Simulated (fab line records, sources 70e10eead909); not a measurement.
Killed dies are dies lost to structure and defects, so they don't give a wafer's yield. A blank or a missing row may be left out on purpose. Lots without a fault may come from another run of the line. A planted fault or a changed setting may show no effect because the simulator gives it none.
A struck lot beside a sound one | flow nand_harc | 26 steps out of a route of 1302
Sound: wafers L462.3, L462.4, L462.6. Struck: wafer L469.3. (L469.2, L469.6 of the same lot were not struck and are left out.) The cause comes at the end.
At each step with rows: each side's tool, then ch and its chambers, then its first start. Under that, the readings that differ: sound wafers | struck wafers | difference of the means | sigmas: that difference in standard deviations of wafers without a fault.
alike: readings whose means differ by less than 2 such deviations, and words and numbers that are the same on both sides. not compared: withheld readings, readings that some wafer has no value for, bounds like >300 that may hide the same value, and numbers for which the record gives no deviation and whose values overlap.
The two part at a step that has a row with sigmas, a row that says differs or no value, or rows on one side only. Numbers that don't overlap but have no deviation are shown without sigmas and don't part them. A reading that every wafer of one side lacks parts them only if that side has two wafers or more.

NHARC_P_M1_PRE_CLEAN_30: time 30 s.
  sound on pvd_sputter-01; struck on pvd_sputter-01
  alike: heater_power_w
NHARC_P_M1_PVD_20: deposits TaN, target thk 5 nm, time 8.06 s.
  sound on pvd_sputter-01; struck on pvd_sputter-01
  alike: substrate_temp_c, throttle_valve_pct
then, 2 steps without rows for these wafers: NHARC_P_M1_PVD_21 (deposits Cu, target thk 30 nm, time 20.49 s); NHARC_P_M1_ECD_22 (material Cu, target thk 400 nm).
NHARC_P_M1_ANNEAL_31: time 90 s.
  sound on rtp_anneal-01 ch 0, day 12 08:22; struck on rtp_anneal-01 ch 0, day 14 18:49
  alike: anneal_temp_c, wafer_temp_C_max
then, 1 step without rows for these wafers: NHARC_P_M1_CMP_23 (polishes, t overpolish 20 s, target thk 157.82 nm).
NHARC_P_M1_THK_MEAS_24: measures by xrf.
  sound on film_metro-02, day 12 08:56; struck on film_metro-02, day 14 19:25
  alike: thk_nm
then, 1 step without rows for these wafers: NHARC_P_M1_SRD_25.
NHARC_P_M1_INSPECT_27:
  sound on defect_inspect-02, day 12 09:05; struck on defect_inspect-02, day 14 19:35
  alike: raw_defect_count
NHARC_P_M1_PRE_CLEAN_32: time 12 s.
  sound on pecvd-02 ch 1,2, day 12 09:13; struck on pecvd-03 ch 1, day 14 19:39
  alike: heater_power_w
NHARC_P_M1_DEP_33: deposits SiCN, target thk 30 nm.
  sound on pecvd-02 ch 1,2, day 12 09:19; struck on pecvd-03 ch 1, day 14 19:44
  alike: heater_power_w
NHARC_P_M2_DEP_00: deposits SiOC, target thk 182.5 nm.
  sound on pecvd-03 ch 0,1,2, day 12 09:49; struck on pecvd-03 ch 0,1, day 14 20:07
then, 9 steps without rows for these wafers: NHARC_P_M2_DEHYDRATE_01 (time 120 s); NHARC_P_M2_HMDS_02 (time 30 s); NHARC_P_M2_COAT_34 (time 65 s); NHARC_P_M2_COAT_03 (resist thk 90 nm); NHARC_P_M2_SOFTBAKE_04 (time 55 s); NHARC_P_M2_EBR_05; NHARC_P_M2_EXPOSE_06 (exposes mask P M2, target cd 170 nm); NHARC_P_M2_PEB_07 (peb time 65 s); NHARC_P_M2_DEVELOP_08 (develop time 35 s).
NHARC_P_M2_CD_MEAS_09: target cd 170 nm.
  sound on cd_sem-03 ch 0, day 12 10:34; struck on cd_sem-03 ch 0, day 14 20:50
  alike: cd_nm
NHARC_P_M2_OVL_MEAS_10: pitch 340 nm.
  sound on overlay-01, day 12 10:38; struck on overlay-01, day 14 20:55
  alike: overlay_x_nm, overlay_y_nm
NHARC_P_M2_INSPECT_11:
  sound on defect_inspect-02, day 12 10:41; struck on defect_inspect-02, day 14 20:58
  reading          | sound | struck | difference | sigmas
  raw_defect_count | 3 7 2 | 1134   | +1130      | +99 or more
then, 1 step without rows for these wafers: NHARC_P_M2_DESCUM_14 (chemistry O2, time 3 s).
-- the record jumps here: 18 days lie between the struck wafers' starts before and after (it left off in module P_M2 and takes up again in module END, whose first step shown is number 1302 of the route) --
NHARC_END_SORT_01:
  sound on prober-01 ch 0, day 30 03:13; struck on prober-01 ch 0, day 32 19:28
  reading                  | sound | struck | difference | sigmas
  defect_limited_yield (%) | 95 94 | 76     | -18        | -6
  killed_at_periphery      | 2 3   | 102    | +100       | +34
  killed_dies              | 35 42 | 162    | +124       | +6
  alike: killed_at_array, killed_at_other, killed_open, killed_short

WHERE THEY PART
First at NHARC_P_M2_INSPECT_11; last, within this record, at NHARC_END_SORT_01.

WHY: what the simulator had put in
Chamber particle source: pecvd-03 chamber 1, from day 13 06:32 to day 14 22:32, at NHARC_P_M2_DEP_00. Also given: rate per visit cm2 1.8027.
